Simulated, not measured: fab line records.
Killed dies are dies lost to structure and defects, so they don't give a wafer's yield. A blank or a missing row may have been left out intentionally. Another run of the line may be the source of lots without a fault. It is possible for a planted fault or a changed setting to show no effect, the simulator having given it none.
A struck lot beside a sound one + flow n5_finfet + 35 out of 1938 route steps
Sound: the wafers L694.3, L694.5, L694.6. Struck: wafer L706.3. (L706.4 of the same lot was not struck and is left out.) The cause comes at the end.
At each step with rows: each side's tool, then ch and its chambers, then its first start. Under that, the readings that differ: sound wafers + struck wafers + difference of the means + sigmas: that difference in standard deviations of wafers without a fault.
alike: readings with means less than 2 such deviations apart, plus words and numbers identical on both sides. not compared: withheld readings, readings lacking a value on some wafer, bounds such as >300 that could conceal the same value, and numbers that have no deviation in the record and whose values overlap.
A row with sigmas, a row that says differs or no value, or rows on one side alone: a step with any of these is where the two part. Non-overlapping numbers with no deviation appear without sigmas and do not part them. Lack of a reading on every wafer of one side parts them only where that side has two or more wafers.

first, 8 steps without rows for these wafers: N5_ILD0_LINER_00 (material SiNx, target thk 4 nm, pulse time 1 s, purge time 2 s); N5_ILD0_FCVD_FILL_01 (material SiO2 flowable, target thk 200 nm, time 328.3 s); N5_ILD0_CURE_02 (time 1800 s); N5_ILD0_CMP_03 (polishes, stops on SiNx, t overpolish 1.9 s, target thk 197.38 nm); N5_ILD0_CMP_07 (polishes SiO2 flowable, stops on poly-Si, t overpolish 1.18 s, target thk 138.88 nm); N5_ILD0_PRECLEAN_10 (cleans in NF3:NH3, afs cycles 5, time 20 s, sublimation time 60 s); N5_ILD0_ALD_15 (deposits SiNx, target thk 24 nm, pulse time 1 s, ald cycles 480); N5_ILD0_CMP_12 (polishes SiNx, stops on poly-Si, t overpolish 6 s, target thk 17.67 nm).
N5_SDB_HM_DEP_00: deposits SiNx from SiH4/NH3/N2, target thk 40 nm, time 35.3 s.
  sound on pecvd-01 ch 0,2, day 4 05:20; struck on pecvd-01 ch 1, day 7 08:12
| reading                                 | sound          | struck | difference | sigmas |
|-----------------------------------------|----------------|--------|------------|--------|
| model.SiNx_of_SDB_HM_DEP_00.thk_nm (nm) | 40.4 41.2 40.8 | 66.4   | +25.6      |        |
  alike: chamber_pressure_Torr, heater_power_w, showerhead_plenum_p_Torr, throttle_valve_pct
then, 13 steps without rows for these wafers: N5_SDB_COAT_03 (time 60 s, resist thk 100 nm); N5_SDB_COAT_04 (time 60 s, resist thk 18 nm); N5_SDB_COAT_05 (resist thk 90 nm); N5_SDB_EBR_07; N5_SDB_SOFTBAKE_06 (time 60 s); N5_SDB_EXPOSE_08 (exposes mask SDB); N5_SDB_PEB_09 (peb time 60 s); N5_SDB_DEVELOP_10 (develop time 30 s); N5_SDB_DESCUM_16 (chemistry O2, time 7.9 s); N5_SDB_ETCH_17 (etches SiARC in CF4, target depth 23.4 nm, time 39 s); N5_SDB_ETCH_18 (etches SOC in N2/H2, target depth 100 nm, overetch 20 nm, time 150 s); N5_SDB_STRIP_19 (strips in N2/H2); N5_SDB_STRIP_21 (strips in CF4).
N5_SDB_HM_OPEN_20: chemistry CH3F/O2, target SiNx, stops on poly-Si, target depth 24 nm.
  sound on rie_diel-06 ch 1,2, day 4 05:58; struck on rie_diel-06 ch 2, day 7 08:58
| reading                  | sound             | struck | difference | sigmas |
|--------------------------|-------------------|--------|------------|--------|
| oes_product_au (a.u.)    | 0.64 0.65 0.59    | 1.00   | +0.37      | +5     |
| throttle_valve_pct (%)   | 16.44 16.43 16.28 | 15.89  | -0.49      | -2     |
| model.etch.depth_nm (nm) | 24.36 25.25 24.9  | 33.81  | +8.97      |        |
  alike: drypump_motor_current_A, rf_vpp_V, showerhead_plenum_p_Torr
  not compared: rf_hours_counter_h
then, 5 steps without rows for these wafers: N5_SDB_STRIP_22 (strips in N2/H2); N5_SDB_PRECLEAN_23 (cleans in dHF, time 30 s); N5_SDB_DUMMY_REMOVE_24 (chemistry TMAH, target poly-Si, stops on SiO2, target depth 142 nm, time 57 s, rinse time 30 s); N5_SDB_ETCH_25 (etches SiO2 in C4F6/O2, target depth 10 nm, time 3.3 s); N5_SDB_CUT_ETCH_26 (etches Si in HBr/Cl2/O2, target depth 129.6 nm, bt time 20 s, time 51.8 s).
N5_SDB_PRECLEAN_38: cleans in dHF, time 10 s.
  sound on wet_bench-03 ch 3,6,7, day 4 06:52; struck on wet_bench-01 ch 6, day 7 09:28
| reading                                 | sound          | struck | difference | sigmas |
|-----------------------------------------|----------------|--------|------------|--------|
| model.SiNx_of_SDB_HM_DEP_00.thk_nm (nm) | 22.4 23.2 22.8 | 48.2   | +25.4      |        |
  alike: bath_heat_duty_pct
then, 3 steps without rows for these wafers: N5_SDB_PRECLEAN_39 (cleans in O3/DIW, time 45 s); N5_SDB_SRD_28 (time 30 s); N5_SDB_ALD_29 (deposits SiNx, target thk 30 nm, pulse time 1 s, ald cycles 600).
N5_SDB_CMP_30: polishes, stops on poly-Si, t overpolish 1.54 s, target thk 30 nm.
  sound on cmp-04 ch 0,1,3, day 4 09:47; struck on cmp-04 ch 1, day 7 12:42
| reading                | sound          | struck | difference | sigmas |
|------------------------|----------------|--------|------------|--------|
| time_to_endpoint_s (s) | 19.8 16.2 19.4 | 24.8   | +6.3       | +4     |
  alike: edge_zone_pressure_frac, motor_current_A, retaining_ring_pressure_frac
N5_BEOL_M4_RC_MEAS_101:
  the record has rows for the sound wafers here (prober-02 ch 0, day 8 07:55) and none for the struck ones
-- the record jumps here: 9 days lie between the struck wafers' starts before and after (it left off in module BEOL_M4 and takes up again in module PASSIVATION, whose first step shown is number 1936 of the route) --
N5_PASSIVATION_PROBE_49:
  sound on prober-02 at day 12 11:34; struck on prober-01 at day 16 04:16
| reading                  | sound          | struck | difference | sigmas      |
|--------------------------|----------------|--------|------------|-------------|
| defect_limited_yield (%) | 93.5 91.9 91.4 | 0      | -92        | -71         |
| killed_at_front_end      | 38 34 43       | 1120   | +1082      | +90         |
| killed_dies              | 77 95 101      | 1180   | +1089      | +73         |
| killed_on_rim            | 10 7 17        | 152    | +141       | +33         |
| sort_bin_5_function (%)  | 3.4 5.3 5.4    | 96.4   | +91.7      | +99 or more |
| sort_n_pass              | 1103 1085 1079 | 0      | -1089      | -73         |
| sort_yield_pct (%)       | 93.5 91.9 91.4 | 0      | -92        | -71         |
  alike: killed_at_M0_to_M3, killed_at_M4_up, killed_at_contacts, killed_at_other, killed_open, killed_short, sort_bin_6_memory

WHERE THEY PART
At N5_SDB_HM_OPEN_20 first; at N5_PASSIVATION_PROBE_49 last (within this record only).

WHY: what had been put in by the simulator
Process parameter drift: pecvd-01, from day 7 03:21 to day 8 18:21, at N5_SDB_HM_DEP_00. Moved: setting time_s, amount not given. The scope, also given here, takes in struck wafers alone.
